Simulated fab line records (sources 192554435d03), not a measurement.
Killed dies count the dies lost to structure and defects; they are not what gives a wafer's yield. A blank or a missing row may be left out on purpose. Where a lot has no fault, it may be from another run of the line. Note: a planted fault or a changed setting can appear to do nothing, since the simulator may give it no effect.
The tool behind it: which one? | flow n5 finfet | route of 1938 steps, sampled at 1 step: 15 lots, 45 wafers

WHAT EACH GAUGE READ, for each wafer
N5_BEOL_M4_INSPECT_59: inspects for defects (darkfield).
lot  | measured     | on                | raw defect count
L368 | day 8 06:09  | defect inspect-02 | 81 76 133
L369 | day 9 02:59  | defect inspect-01 | 98 73 63
L371 | day 9 04:56  | defect inspect-02 | 71 65 66
L373 | day 9 13:02  | defect inspect-02 | 65 85 84
L375 | day 9 23:40  | defect inspect-01 | 61 44 85
L379 | day 11 00:56 | defect inspect-01 | 104 81 137
L382 | day 11 21:56 | defect inspect-01 | 56 69 91
L383 | day 12 09:47 | defect inspect-02 | 86 68 77
L385 | day 12 13:44 | defect inspect-01 | 96 76 92
L387 | day 13 05:33 | defect inspect-02 | 67 63 69
L386 | day 13 05:48 | defect inspect-02 | 44 43 50
L388 | day 13 08:35 | defect inspect-02 | 62 62 63
L389 | day 13 08:49 | defect inspect-02 | 76 42 55
L390 | day 13 15:51 | defect inspect-01 | 98 61 63
L391 | day 14 08:12 | defect inspect-01 | 116 71 91

EACH LOT AND THE TOOL THAT RAN IT (in order: tool; ch and the chambers of the sampled wafers; start)
There is no process step in the record ahead of these readings.

WHAT THE TOOLS THEMSELVES READ (means of the sampled wafers that have a number; where no wafer has one, the mark that the record gives instead)
The record holds no such reading with a usual standard deviation.

THE ANSWER, worked out from the rows above alone
Rule: what is usual is taken from the lots themselves. Put in order of their means at a reading, lots are off if they are a third of the lots or fewer, leave a main group of 4 or more, and stand apart from it by a gap of 3 or more times the standard deviation of the main group's means; of several such gaps the widest counts. A main group whose means are all the same, to the digits that the tables above print for the reading, isn't used. A lot without any number at a reading at which 4 lots or more have one is off too. Where the step has rows for the other lots, those lots are counted as sound. Order of review: gauges by route order, followed by the tools' own readings, for which a lot's mean as printed above is used. The first step at which some lot is off is used, and at that step the reading that is off furthest; a lot without a number counts as furthest.
No lot is off at any reading shown: from this, nothing can be told.

WHAT THE SIMULATOR HAD PUT IN
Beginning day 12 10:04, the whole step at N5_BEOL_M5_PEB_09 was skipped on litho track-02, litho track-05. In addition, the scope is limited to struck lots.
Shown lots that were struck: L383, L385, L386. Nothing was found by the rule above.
